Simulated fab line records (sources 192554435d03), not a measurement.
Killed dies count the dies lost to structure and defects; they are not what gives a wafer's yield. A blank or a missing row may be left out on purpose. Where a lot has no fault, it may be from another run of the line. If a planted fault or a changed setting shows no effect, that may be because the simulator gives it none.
fab line records	flow n5Finfet
record lots=5	wafers=15	lastDay=18
route steps=1938 shown FIN_SAQP@134
lots with no fault: from the same line, run without faults
startH: the number of hours between the record's first day and the start of the first shown wafer of the lot	waitH: hours from the lot's prior step to this one	" the same as in the row above	L1.1+2: one row covering several wafers at once	- no value present, or no start provided	* or withheld: withheld	< > ~ a bound
route shown NAME@n: names a module that has steps shown in the file, with the first one's number in the route	usual: mean and standard deviation over wafers with no fault	same: alike in all rows	chamber/n: place in a boat	sites: each site's reading	_std_site: how widely they spread, as a standard deviation	_edge_site: outer sites' mean less inner sites'	radiusMm: for every site, how far away it sits from the centre of the wafer	mask NAME#n: copy n	behind: the tool/chamber that last shaped the wafer	hold: reason for holding the lot/hours on hold/outcome of the hold	device: transistor that didn't switch, given as n, p or np	end of line: the same wafers' tests at the end of the route	a step with no rows: only its recipe	killed: the dies lost at the first sort to structure and to defects; this is not the yield of the wafer	map: shows each die of a wafer: x if killed, . if not, _ if none is there
set.NAME: the run value of the setting; set.NAME@STEP: its run value at that earlier step	model.NAME: the simulator's own value behind a step, which no gauge read
lots at selected steps of the route; one table per step, one row per wafer
services: from which hour (startH, from the record's first day; less than 0 if before it) a tool's chamber was out of use, for how many hours, and why
## steps
# step N5_FIN_SAQP_ETCH_69
# recipe chemistry=N2/H2	target=SOC	targetDepthA=1500	stopOn=SiNx	ionEnergyEv=100	biasW=61	pressureMtorr=30	sourceW=850	n2FlowSccm=200	h2FlowSccm=200
# usual drypumpMotorCurrentA=5.7/0.65	h2FlowSccm=200.0/0.67	oesProductAu=0.82/0.1	rfVppV=240.1/1.3	showerheadPlenumPTorr=2.50/0.072	throttleValvePct=17.84/0.24
lot.wafer	tool	chamber	startH	waitH	drypumpMotorCurrentA	h2FlowSccm	oesProductAu	rfHoursCounterH	rfVppV	showerheadPlenumPTorr	throttleValvePct
L076.3	rieDiel-03	2	37.31	-	4.8	198.9	0.69	240	239.6	2.53	17.92
L076.4	"	1	"	"	6.6	200.6	0.71	172	240.2	2.44	18.18
L076.6	"	2	"	"	4.8	198.8	0.69	-	239.7	2.53	17.93
L081.4	rieDiel-06	1	67.59	-	4.8	199.7	0.86	55	239.7	2.49	17.79
L081.5	"	0	"	"	5.2	199.4	0.89	-	240.6	2.50	17.80
L081.6	"	1	"	"	4.8	199.6	0.86	-	239.6	2.49	17.79
L084.1	rieDiel-06	2	87.24	-	5.3	201.2	0.73	189	238.6	2.43	18.13
L084.2	"	0	"	"	5.2	199.8	0.88	28	240.4	2.49	17.80
L084.4	"	2	"	"	5.4	200.8	0.72	-	237.9	2.43	18.12
L085.3	rieDiel-03	1	91.20	-	6.6	200.4	0.70	195	238.7	2.43	18.23
L085.4	"	3	"	"	6.5	198.8	0.67	-	238.5	2.38	17.89
L085.6	"	0	"	"	5.0	199.6	0.95	-	242.3	2.60	17.82
L096.1	rieDiel-04	2	157.63	-	5.8	200.9	0.70	219	241.6	2.52	18.09
L096.3	"	0	"	"	5.5	200.0	0.75	133	239.9	2.45	17.83
L096.5	"	3	"	"	5.7	201.0	0.86	-	238.2	2.46	17.89
# step N5_FIN_SAQP_ETCH_67
# recipe chemistry=CH3F/O2	target=SiNx	targetDepthA=300	maskMaterial=SOC	pressureMtorr=30	sourceW=395	biasW=73	Ar_flow_sccm=150	CH3F_flow_sccm=30	O2_flow_sccm=20	ionEnergyEv=120
# usual drypumpMotorCurrentA=5.6/0.65	oesProductAu=0.83/0.11	rfVppV=296/5.9	showerheadPlenumPTorr=1.97/0.063	throttleValvePct=16.35/0.25
lot.wafer	tool	chamber	startH	waitH	drypumpMotorCurrentA	oesProductAu	rfHoursCounterH	rfVppV	showerheadPlenumPTorr	throttleValvePct
L076.3	rieDiel-03	2	37.37	0.0	4.8	0.69	240	306	1.96	16.27
L076.4	"	1	"	"	6.6	0.72	172	287	1.92	16.58
L076.6	"	2	"	"	4.8	0.69	-	305	1.96	16.26
L081.4	rieDiel-06	1	67.65	0.0	4.9	0.87	55	300	1.94	16.28
L081.5	"	0	"	"	5.2	0.91	-	299	1.97	16.28
L081.6	"	1	"	"	4.9	0.87	-	301	1.94	16.29
L084.1	rieDiel-06	2	87.30	0.0	5.4	0.74	189	291	1.91	16.58
L084.2	"	0	"	"	5.1	0.89	28	300	1.97	16.28
L084.4	"	2	"	"	5.4	0.74	-	292	1.91	16.56
L085.3	rieDiel-03	1	91.26	0.0	6.6	0.70	195	287	1.91	16.62
L085.4	"	3	"	"	6.5	0.67	-	300	1.90	16.60
L085.6	"	0	"	"	5.0	0.96	-	296	2.06	16.43
L096.1	rieDiel-04	2	157.69	0.0	5.8	0.69	219	291	1.98	16.60
L096.3	"	0	"	"	5.5	0.75	133	295	1.92	16.33
L096.5	"	3	"	"	5.6	0.87	-	294	1.96	16.53
# step N5_FIN_SAQP_STRIP_70
# recipe chemistry=N2/H2	powerW=500	tempC=40	pressureMtorr=50	rfFrequencyHz=6e+07	overashFraction=0.3	biasPowerW=28	h2Frac=0.5	n2FlowSccm=300	h2FlowSccm=300
# usual biasPowerW=28.01/0.081	drypumpMotorCurrentA=5.7/0.65	h2FlowSccm=300.0/0.94	oesProductAu=0.83/0.11	powerW=500.0/1.3	rfVppV=121.6/1	showerheadPlenumPTorr=3.31/0.091	throttleValvePct=19.0/0.36
lot.wafer	tool	chamber	startH	waitH	biasPowerW	drypumpMotorCurrentA	h2FlowSccm	oesProductAu	powerW	rfHoursCounterH	rfVppV	showerheadPlenumPTorr	throttleValvePct
L076.3	rieDiel-03	2	37.41	0.0	27.87	4.8	299.7	0.69	501.5	240	122.5	3.34	19.1
L076.4	"	1	"	"	28.05	6.6	300.4	0.72	499.3	172	120.7	3.23	19.7
L076.6	"	2	"	"	27.83	4.8	300.3	0.69	501.6	-	122.0	3.34	19.1
L081.4	rieDiel-06	1	67.69	0.0	27.97	4.9	299.2	0.87	501.4	55	121.5	3.29	18.8
L081.5	"	0	"	"	28.06	5.2	302.1	0.92	500.0	-	122.9	3.30	19.2
L081.6	"	1	"	"	28.04	4.9	300.4	0.86	501.4	-	121.2	3.29	18.8
L084.1	rieDiel-06	2	87.34	0.0	27.86	5.4	301.8	0.75	499.4	189	120.9	3.22	19.4
L084.2	"	0	"	"	27.91	5.2	300.4	0.90	500.5	28	123.1	3.30	19.1
L084.4	"	2	"	"	28.04	5.4	300.1	0.74	497.8	-	120.0	3.22	19.4
L085.3	rieDiel-03	1	91.30	0.0	28.00	6.6	299.8	0.71	500.9	195	120.6	3.22	19.7
L085.4	"	3	"	"	27.99	6.5	300.1	0.68	501.2	-	118.8	3.16	18.9
L085.6	"	0	"	"	28.09	5.0	300.8	0.96	502.1	-	122.7	3.43	18.9
L096.1	rieDiel-04	2	157.73	0.0	28.06	5.9	299.7	0.69	501.0	219	120.6	3.33	19.2
L096.3	"	0	"	"	28.20	5.5	300.4	0.75	499.3	133	120.3	3.23	18.9
L096.5	"	3	"	"	27.97	5.6	299.8	0.88	500.3	-	120.6	3.26	19.2
# step N5_FIN_SAQP_RECESS_71
# recipe chemistry=HF/NH3	target=SiO2	targetDepthA=30	afsCycles=1	tempC=30	sublimationTempC=180	sublimationTimeS=60
# usual drypumpMotorCurrentA=5.40/0.16
lot.wafer	tool	chamber	startH	waitH	drypumpMotorCurrentA
L076.3	vaporEtch-01	0	37.52	0.1	5.24
L076.4	"	1	"	"	5.55
L076.6	"	0	"	"	5.24
L081.4	vaporEtch-01	0	67.79	0.1	5.25
L081.5	"	1	"	"	5.55
L081.6	"	0	"	"	5.23
L084.1	vaporEtch-02	1	87.40	0.0	5.37
L084.2	"	1	"	"	5.37
L084.4	"	1	"	"	5.38
L085.3	vaporEtch-01	0	91.40	0.1	5.25
L085.4	"	1	"	"	5.44
L085.6	"	0	"	"	5.24
L096.1	vaporEtch-01	1	157.79	0.0	5.52
L096.3	"	0	"	"	5.24
L096.5	"	0	"	"	5.24
# step N5_FIN_SAQP_SPACER2_ALD_28
# recipe material=SiO2	targetThkA=81	tempC=300	aldPrecursorFamily=BDEAS	aldCoReactant=O2-plasma	pulseTimeS=1	purgeTimeS=2	coReactantPurgeTimeS=2	pressureTorr=2
# usual heaterPowerW=463/41	precursorPulseHeightRel=1.004/0.021
lot.wafer	tool	chamber	startH	waitH	heaterPowerW	precursorPulseHeightRel
L076.3	aldSin-03	2	37.62	0.1	505	1.026
L076.4	"	2	"	"	511	1.036
L076.6	"	3	"	"	447	0.980
L081.4	aldSin-03	3	68.11	0.3	451	0.987
L081.5	"	1	"	"	532	0.999
L081.6	"	0	"	"	440	0.977
L084.1	aldSin-02	3	87.67	0.2	449	1.009
L084.2	"	0	"	"	381	1.033
L084.4	"	1	"	"	467	0.994
L085.3	aldSin-01	1	91.84	0.4	430	1.018
L085.4	"	3	"	"	519	1.012
L085.6	"	3	"	"	519	0.979
L096.1	aldSin-03	2	157.94	0.1	531	1.024
L096.3	"	0	"	"	409	1.027
L096.5	"	3	"	"	440	1.022
# step N5_FIN_SAQP_SPACER2_ETCHBACK_29
# recipe chemistry=CHF3/O2	mode=anisotropicEtchback	target=SiO2	targetDepthA=122	timeS=6.1	pressureMtorr=30	sourceW=650	biasW=170	Ar_flow_sccm=200	CHF3_flow_sccm=50	O2_flow_sccm=5	ionEnergyEv=200
# usual drypumpMotorCurrentA=5.7/0.6	oesProductAu=0.81/0.1	rfVppV=519/9	showerheadPlenumPTorr=2.36/0.055	throttleValvePct=18.94/0.23
lot.wafer	tool	chamber	startH	waitH	drypumpMotorCurrentA	oesProductAu	rfHoursCounterH	rfVppV	showerheadPlenumPTorr	throttleValvePct
L076.3	rieDiel-06	0	37.95	0.2	5.2	0.93	11	529	2.38	18.87
L076.4	"	2	"	"	5.4	0.75	174	514	2.31	19.07
L076.6	"	2	"	"	5.4	0.74	-	514	2.31	19.07
L081.4	rieDiel-06	2	68.30	0.0	5.4	0.75	183	514	2.31	19.09
L081.5	"	2	"	"	5.4	0.75	-	514	2.31	19.09
L081.6	"	3	"	"	6.7	0.70	-	518	2.37	19.16
L084.1	rieDiel-03	0	87.99	0.2	5.0	0.96	4	518	2.47	18.98
L084.2	"	3	"	"	6.5	0.68	250	531	2.29	19.14
L084.4	"	0	"	"	5.0	0.97	-	518	2.47	18.98
L085.3	rieDiel-04	3	92.17	0.2	5.7	0.91	32	516	2.38	19.08
L085.4	"	2	"	"	5.9	0.71	192	512	2.40	19.14
L085.6	"	3	"	"	5.6	0.91	-	516	2.38	19.09
L096.1	rieDiel-04	3	158.26	0.2	5.6	0.87	58	519	2.37	19.12
L096.3	"	1	"	"	6.2	0.88	43	512	2.34	18.56
L096.5	"	1	"	"	6.1	0.89	-	512	2.34	18.59
# step N5_FIN_SAQP_MANDREL2_REMOVE_60
# recipe chemistry=HBr/Cl2/O2	btTimeS=10	target=a-Si	stopOn=SiNx	endpoint=OES-SiCl	overEtchFrac=1	icpW=600	biasW=22	HBr_flow_sccm=150	Cl2_flow_sccm=80	O2_flow_sccm=5	pressureMtorr=10
# usual HBr_flow_sccm=150.1/0.45	drypumpMotorCurrentA=5.8/0.34	mfcCl2Sccm=80.01/0.25	oesProductAu=1.002/0.018	throttleValvePct=36.7/0.44
# same overEtchFrac=1
lot.wafer	tool	chamber	startH	waitH	HBr_flow_sccm	drypumpMotorCurrentA	mfcCl2Sccm	oesProductAu	rfHoursCounterH	throttleValvePct
L076.3	rieSi-02	2	38.04	0.1	149.6	5.2	80.50	1.012	6	36.9
L076.4	"	1	"	"	150.0	5.8	79.80	0.993	75	36.3
L076.6	"	2	"	"	149.8	5.2	80.08	1.009	-	36.9
L081.4	rieSi-02	3	68.39	0.1	149.9	5.6	80.29	1.002	3	36.2
L081.5	"	1	"	"	150.4	5.8	80.25	0.997	-	36.3
L081.6	"	2	"	"	150.0	5.2	79.76	1.013	-	36.9
L084.1	rieSi-02	0	88.08	0.1	150.8	5.7	80.02	1.001	40	37.4
L084.2	"	1	"	"	150.5	5.8	79.96	0.990	76	36.3
L084.4	"	2	"	"	150.6	5.2	79.88	1.004	7	36.9
L085.3	rieSi-02	1	92.26	0.1	150.3	5.8	80.12	0.999	76	36.3
L085.4	"	0	"	"	149.9	5.7	79.94	1.013	40	37.4
L085.6	"	3	"	"	149.5	5.7	80.00	1.015	-	36.2
L096.1	rieSi-02	3	158.35	0.1	149.8	5.6	80.28	1.005	4	36.2
L096.3	"	2	"	"	149.9	5.2	79.75	1.015	8	36.9
L096.5	"	3	"	"	149.5	5.7	80.47	1.010	-	36.2
# step N5_FIN_SAQP_CD_MEAS_31
# recipe targetCdNm=8	landingEnergyEv=1000	detector=seInlens	polarity=line
# usual cdNm=8.12/0.2
lot.wafer	tool	chamber	startH	waitH	cdNm
L076.3	cdSem-02	0	38.16	0.1	8.05
L076.4	"	0	"	"	8.08
L076.6	"	0	"	"	8.31
L081.4	cdSem-03	0	68.51	0.1	7.98
L081.5	"	0	"	"	8.19
L081.6	"	0	"	"	7.89
L084.1	cdSem-02	0	88.19	0.1	8.14
L084.2	"	0	"	"	8.09
L084.4	"	0	"	"	8.10
L085.3	cdSem-01	0	92.37	0.1	8.56
L085.4	"	0	"	"	8.20
L085.6	"	0	"	"	8.08
L096.1	cdSem-03	0	158.46	0.1	8.12
L096.3	"	0	"	"	8.59
L096.5	"	0	"	"	8.36
# step N5_FIN_SAQP_HM_OPEN_33
# recipe chemistry=CH3F/O2	target=SiNx	maskMaterial=SiO2	targetDepthA=494	timeS=70.6	pressureMtorr=30	sourceW=395	biasW=73	Ar_flow_sccm=150	CH3F_flow_sccm=30	O2_flow_sccm=20	ionEnergyEv=120	ends=cleared
# usual drypumpMotorCurrentA=5.7/0.66	etchRfOnTimeS=69.4/1.7	oesProductAu=0.69/0.09	rfVppV=296/5.5	showerheadPlenumPTorr=1.96/0.058	throttleValvePct=16.38/0.25
lot.wafer	tool	chamber	startH	waitH	drypumpMotorCurrentA	etchRfOnTimeS	oesProductAu	rfHoursCounterH	rfVppV	showerheadPlenumPTorr	throttleValvePct
L076.3	rieDiel-04	3	38.20	0.0	5.7	68.5	0.82	10	293	1.98	16.41
L076.4	"	2	"	"	5.8	72.1	0.63	172	291	2.00	16.51
L076.6	"	1	"	"	6.1	69.5	0.84	-	293	1.96	15.98
L081.4	rieDiel-06	3	68.54	0.0	6.7	71.0	0.61	230	294	1.96	16.63
L081.5	"	2	"	"	5.4	69.2	0.63	-	291	1.91	16.54
L081.6	"	3	"	"	6.7	70.5	0.60	-	292	1.96	16.61
L084.1	rieDiel-06	1	88.24	0.0	4.8	66.8	0.74	61	300	1.94	16.28
L084.2	"	0	"	"	5.2	69.0	0.76	28	301	1.97	16.26
L084.4	"	2	"	"	5.4	69.1	0.63	190	291	1.91	16.56
L085.3	rieDiel-06	3	92.41	0.0	6.7	72.1	0.59	236	293	1.96	16.61
L085.4	"	0	"	"	5.2	71.1	0.76	30	300	1.97	16.25
L085.6	"	0	"	"	5.2	71.0	0.75	-	300	1.97	16.26
L096.1	rieDiel-03	0	158.51	0.0	5.0	68.2	0.76	32	296	2.05	16.45
L096.3	"	2	"	"	4.8	67.9	0.78	23	303	1.95	15.82
L096.5	"	1	"	"	6.5	70.3	0.58	-	286	1.90	16.64
# step N5_FIN_SAQP_ETCH_34
# recipe chemistry=C4F6/O2	target=SiO2	targetDepthA=450	timeS=15	ionEnergyEv=250	pressureMtorr=30	sourceW=345	biasW=185	Ar_flow_sccm=300	C4F6_flow_sccm=10	O2_flow_sccm=10	ends=cleared
# usual C4F6_flow_sccm=10.01/0.031	drypumpMotorCurrentA=5.7/0.66	etchRfOnTimeS=15.0/0.32	oesProductAu=0.69/0.09	rfVppV=662/12	showerheadPlenumPTorr=2.80/0.079	throttleValvePct=21.13/0.25
lot.wafer	tool	chamber	startH	waitH	C4F6_flow_sccm	drypumpMotorCurrentA	etchRfOnTimeS	oesProductAu	rfHoursCounterH	rfVppV	showerheadPlenumPTorr	throttleValvePct
L076.3	rieDiel-04	3	38.27	0.0	10.04	5.7	14.7	0.82	10	657	2.82	21.27
L076.4	"	2	"	"	10.02	5.9	15.0	0.63	173	649	2.85	21.25
L076.6	"	1	"	"	10.03	6.1	14.4	0.85	-	652	2.79	20.70
L081.4	rieDiel-06	3	68.61	0.0	9.99	6.7	15.3	0.60	230	658	2.80	21.28
L081.5	"	2	"	"	9.95	5.4	15.1	0.63	-	653	2.73	21.26
L081.6	"	3	"	"	10.04	6.7	15.5	0.60	-	659	2.80	21.28
L084.1	rieDiel-06	1	88.31	0.0	9.97	4.9	14.6	0.74	61	674	2.77	21.05
L084.2	"	0	"	"	9.95	5.2	15.0	0.76	28	673	2.81	21.13
L084.4	"	2	"	"	9.96	5.4	15.1	0.63	190	652	2.72	21.29
L085.3	rieDiel-06	3	92.48	0.0	10.01	6.7	15.3	0.60	236	657	2.79	21.30
L085.4	"	0	"	"	10.04	5.2	15.1	0.76	30	674	2.81	21.16
L085.6	"	0	"	"	10.04	5.2	15.1	0.75	-	672	2.81	21.14
L096.1	rieDiel-03	0	158.58	0.0	10.03	5.0	14.9	0.77	32	660	2.92	21.26
L096.3	"	2	"	"	9.99	4.8	14.5	0.79	23	680	2.77	20.53
L096.5	"	1	"	"	9.99	6.6	15.0	0.58	-	642	2.72	21.40
# step N5_FIN_SAQP_STRIP_77
# recipe chemistry=N2/H2	timeS=90	powerW=100	tempC=40	pressureMtorr=100	rfFrequencyHz=6e+07	biasPowerW=3	n2FlowSccm=300	h2FlowSccm=300
# usual biasPowerW=3.001/0.0089	drypumpMotorCurrentA=5.7/0.66	h2FlowSccm=300.0/0.84	oesProductAu=0.82/0.11	rfVppV=45.2/0.81	showerheadPlenumPTorr=3.32/0.085	throttleValvePct=12.24/0.28
lot.wafer	tool	chamber	startH	waitH	biasPowerW	drypumpMotorCurrentA	h2FlowSccm	oesProductAu	rfHoursCounterH	rfVppV	showerheadPlenumPTorr	throttleValvePct
L076.3	rieDiel-04	3	38.30	0.0	3.013	5.7	299.4	0.97	10	45.4	3.30	12.10
L076.4	"	2	"	"	3.001	5.9	299.7	0.73	173	46.3	3.37	12.39
L076.6	"	1	"	"	3.006	6.1	300.9	1.00	-	45.1	3.33	11.75
L081.4	rieDiel-06	3	68.64	0.0	2.993	6.7	299.7	0.71	230	44.5	3.32	12.58
L081.5	"	2	"	"	3.003	5.4	298.6	0.75	-	44.8	3.24	12.48
L081.6	"	3	"	"	3.005	6.7	299.7	0.71	-	45.7	3.32	12.55
L084.1	rieDiel-06	1	88.33	0.0	3.003	4.9	300.2	0.86	62	44.8	3.30	12.10
L084.2	"	0	"	"	3.011	5.2	299.9	0.90	28	44.0	3.31	12.08
L084.4	"	2	"	"	3.009	5.4	299.6	0.74	190	43.8	3.24	12.50
L085.3	rieDiel-06	3	92.51	0.0	3.015	6.7	300.1	0.70	236	45.3	3.32	12.57
L085.4	"	0	"	"	3.008	5.2	301.2	0.89	30	45.7	3.31	12.06
L085.6	"	0	"	"	3.006	5.2	298.7	0.89	-	44.5	3.31	12.07
L096.1	rieDiel-03	0	158.60	0.0	2.985	5.1	300.9	0.90	32	45.5	3.44	12.15
L096.3	"	2	"	"	2.996	4.8	299.8	0.92	24	46.7	3.33	11.85
L096.5	"	1	"	"	3.010	6.6	301.1	0.69	-	45.7	3.23	12.67
# step N5_FIN_SAQP_HM_CD_35
# recipe targetCdNm=8	polarity=line
# usual cdNm=8.08/0.24
lot.wafer	tool	chamber	startH	waitH	cdNm
L076.3	cdSem-03	-	38.43	0.1	8.22
L076.4	"	-	"	"	7.77
L076.6	"	-	"	"	7.94
L081.4	cdSem-01	-	68.77	0.1	7.69
L081.5	"	-	"	"	8.16
L081.6	"	-	"	"	7.94
L084.1	cdSem-01	-	88.45	0.1	8.52
L084.2	"	-	"	"	8.30
L084.4	"	-	"	"	8.27
L085.3	cdSem-02	-	92.64	0.1	8.26
L085.4	"	-	"	"	7.94
L085.6	"	-	"	"	7.93
L096.1	cdSem-03	-	158.72	0.1	8.12
L096.3	"	-	"	"	8.48
L096.5	"	-	"	"	7.92
# step N5_FIN_SAQP_ETCH_64
# recipe chemistry=CF4	target=SiO2	targetDepthA=15	ionEnergyEv=350	pressureMtorr=10	icpW=800	biasW=400	cf4FlowSccm=80
# usual drypumpMotorCurrentA=5.82/0.3	oesProductAu=1.00/0.033	throttleValvePct=21.75/0.29
lot.wafer	tool	chamber	startH	waitH	drypumpMotorCurrentA	oesProductAu	rfHoursCounterH	throttleValvePct
L076.3	rieSi-04	3	38.47	0.0	5.97	1.03	49	21.86
L076.4	"	2	"	"	5.99	0.99	24	22.13
L076.6	"	1	"	"	5.94	0.93	-	21.64
L081.4	rieSi-03	0	68.81	0.0	5.95	1.06	27	21.91
L081.5	"	2	"	"	5.56	0.99	-	21.19
L081.6	"	1	"	"	5.64	1.02	-	21.94
L084.1	rieSi-04	0	88.50	0.0	6.54	1.01	1	21.93
L084.2	"	2	"	"	5.94	0.98	25	22.12
L084.4	"	1	"	"	5.91	0.94	65	21.65
L085.3	rieSi-04	2	92.68	0.0	5.97	0.98	25	22.14
L085.4	"	1	"	"	5.90	0.94	65	21.65
L085.6	"	0	"	"	6.53	1.02	-	21.93
L096.1	rieSi-03	3	158.77	0.0	6.06	0.96	4	21.78
L096.3	"	0	"	"	6.09	1.07	29	21.90
L096.5	"	2	"	"	5.53	1.01	-	21.19
# step N5_FIN_SAQP_FIN_ETCH_36
# recipe chemistry=HBr/Cl2/O2	targetDepthA=1200	maskMaterial=SiNx	timeS=50.4	biasW=102	pressureMtorr=10	icpW=800	HBr_flow_sccm=150	Cl2_flow_sccm=80	O2_flow_sccm=12
# usual HBr_flow_sccm=150.0/0.45	drypumpMotorCurrentA=5.82/0.29	mfcCl2Sccm=80.03/0.22	oesProductAu=1.003/0.027	throttleValvePct=36.0/0.46
lot.wafer	tool	chamber	startH	waitH	HBr_flow_sccm	drypumpMotorCurrentA	mfcCl2Sccm	oesProductAu	rfHoursCounterH	throttleValvePct
L076.3	rieSi-04	3	38.49	0.0	149.4	6.01	79.80	1.017	49	36.0
L076.4	"	2	"	"	149.8	5.98	79.80	0.995	24	36.5
L076.6	"	1	"	"	150.0	5.94	80.11	0.952	-	36.1
L081.4	rieSi-03	0	68.83	0.0	150.6	6.02	80.00	1.052	27	36.3
L081.5	"	2	"	"	149.3	5.51	79.77	0.997	-	35.0
L081.6	"	1	"	"	150.1	5.67	79.43	1.015	-	36.2
L084.1	rieSi-04	0	88.52	0.0	149.4	6.54	80.25	1.011	1	36.3
L084.2	"	2	"	"	150.3	5.94	79.95	0.986	25	36.5
L084.4	"	1	"	"	149.6	5.90	80.07	0.946	65	36.1
L085.3	rieSi-04	2	92.70	0.0	150.7	6.01	80.07	0.985	25	36.5
L085.4	"	1	"	"	148.8	5.92	79.86	0.952	65	36.1
L085.6	"	0	"	"	150.3	6.54	80.25	1.026	-	36.3
L096.1	rieSi-03	3	158.79	0.0	150.1	6.09	79.89	0.968	4	36.0
L096.3	"	0	"	"	149.7	5.99	80.11	1.053	29	36.3
L096.5	"	2	"	"	149.7	5.51	80.04	1.005	-	35.0
# step N5_FIN_SAQP_CD_MEAS_37
# recipe targetCdNm=8	polarity=line
# usual cdNm=8.13/0.26
lot.wafer	tool	chamber	startH	waitH	cdNm
L076.3	cdSem-02	-	38.61	0.1	7.55
L076.4	"	-	"	"	7.97
L076.6	"	-	"	"	8.62
L081.4	cdSem-02	-	68.96	0.1	8.05
L081.5	"	-	"	"	8.44
L081.6	"	-	"	"	8.07
L084.1	cdSem-03	-	88.64	0.1	8.08
L084.2	"	-	"	"	8.54
L084.4	"	-	"	"	8.60
L085.3	cdSem-02	-	92.82	0.1	8.51
L085.4	"	-	"	"	7.88
L085.6	"	-	"	"	8.45
L096.1	cdSem-02	-	158.91	0.1	8.03
L096.3	"	-	"	"	8.49
L096.5	"	-	"	"	8.00
# step N5_FIN_SAQP_PRECLEAN_38
# recipe chemistry=O3/DIW	timeS=45	tempC=22	o3Ppm=10
lot.wafer	tool	chamber	startH	waitH
L076.3+4+6	wetBench-06	0,6,4	38.65	0.0
L081.4+5+6	wetBench-05	5,6,4	68.99	0.0
L084.1+2+4	wetBench-05	0,3,1	88.68	0.0
L085.3+4+6	wetBench-05	4,1,5	92.86	0.0
L096.1+3+5	wetBench-06	4,6,5	159.07	0.2
# step N5_FIN_SAQP_PRECLEAN_45
# recipe chemistry=dHF	timeS=10	dilution=500:1	tempC=25
lot.wafer	tool	chamber	startH	waitH
L076.3+4+6	wetBench-06	0,6,4	38.66	0.0
L081.4+5+6	wetBench-05	5,6,4	69.01	0.0
L084.1+2+4	wetBench-05	0,3,1	88.70	0.0
L085.3+4+6	wetBench-05	4,1,5	92.88	0.0
L096.1+3+5	wetBench-06	4,6,5	159.10	0.0
# step N5_FIN_SAQP_SRD_39
# recipe dry=ipaMarangoni	timeS=30	tempC=23	rinseLiquid=diw
lot.wafer	tool	chamber	startH	waitH
L076.3+4+6	wetBench-06	0,6,4	38.67	0.0
L081.4+5+6	wetBench-05	5,6,4	69.01	0.0
L084.1+2+4	wetBench-05	0,3,1	88.70	0.0
L085.3+4+6	wetBench-05	4,1,5	92.88	0.0
L096.1+3+5	wetBench-06	4,6,5	159.11	0.0
# step N5_FIN_SAQP_OCD_MEAS_76
# usual trenchDepthNm=120.2/2.1
lot.wafer	tool	chamber	startH	waitH	trenchDepthNm
L076.3	ocd-01	-	38.71	0.0	120.4
L076.4	"	-	"	"	118.2
L076.6	"	-	"	"	116.6
L081.4	ocd-02	-	69.05	0.0	122.6
L081.5	"	-	"	"	118.6
L081.6	"	-	"	"	121.5
L084.1	ocd-01	-	88.74	0.0	120.8
L084.2	"	-	"	"	117.6
L084.4	"	-	"	"	117.3
L085.3	ocd-01	-	92.92	0.0	117.1
L085.4	"	-	"	"	116.8
L085.6	"	-	"	"	122.0
L096.1	ocd-01	-	159.17	0.0	118.0
L096.3	"	-	"	"	122.9
L096.5	"	-	"	"	120.5
# step N5_FIN_SAQP_INSPECT_40
# recipe inspectInstrument=brightfield	mode=aei
# usual rawDefectCount=228/66
lot.wafer	tool	chamber	startH	waitH	rawDefectCount
L076.3	defectInspect-02	-	38.74	0.0	253
L076.4	"	-	"	"	222
L076.6	"	-	"	"	234
L081.4	defectInspect-02	-	69.38	0.3	219
L081.5	"	-	"	"	244
L081.6	"	-	"	"	182
L084.1	defectInspect-01	-	88.77	0.0	158
L084.2	"	-	"	"	174
L084.4	"	-	"	"	166
L085.3	defectInspect-01	-	92.95	0.0	267
L085.4	"	-	"	"	181
L085.6	"	-	"	"	242
L096.1	defectInspect-02	-	159.20	0.0	116
L096.3	"	-	"	"	200
L096.5	"	-	"	"	107
## services
tool	chamber	startH	hours	kind
aldSin-01	1	21.91	2.8	repair
wetBench-05	-	25.39	0.9	repair
aldSin-03	-	28.32	2.6	repair
rieDiel-04	2	31.94	2.5	repair
aldSin-03	0	33.00	12.5	repair
aldSin-02	3	36.99	8.6	repair
vaporEtch-02	0	44.10	182.4	repair
aldSin-01	1	47.80	2.6	repair
aldSin-01	0	48.63	11.0	repair
rieDiel-03	0	54.03	-	clean
aldSin-03	2	65.32	6.0	repair
rieSi-03	-	81.65	0.4	repair
rieDiel-06	3	81.71	6.0	repair
vaporEtch-02	-	84.35	0.6	repair
aldSin-03	-	85.89	14.0	pm
aldSin-01	-	95.73	5.5	repair
rieDiel-03	-	97.60	2.8	pm
vaporEtch-01	-	108.14	0.2	repair
rieDiel-04	1	120.81	9.9	repair
rieDiel-06	3	135.20	-	clean
rieDiel-06	3	135.20	-	consumableReplace:focusRing
rieDiel-06	3	135.20	16.4	scheduledDown
rieDiel-06	3	135.20	16.4	ventCycle
rieDiel-04	0	148.13	8.1	repair
## key
fault none
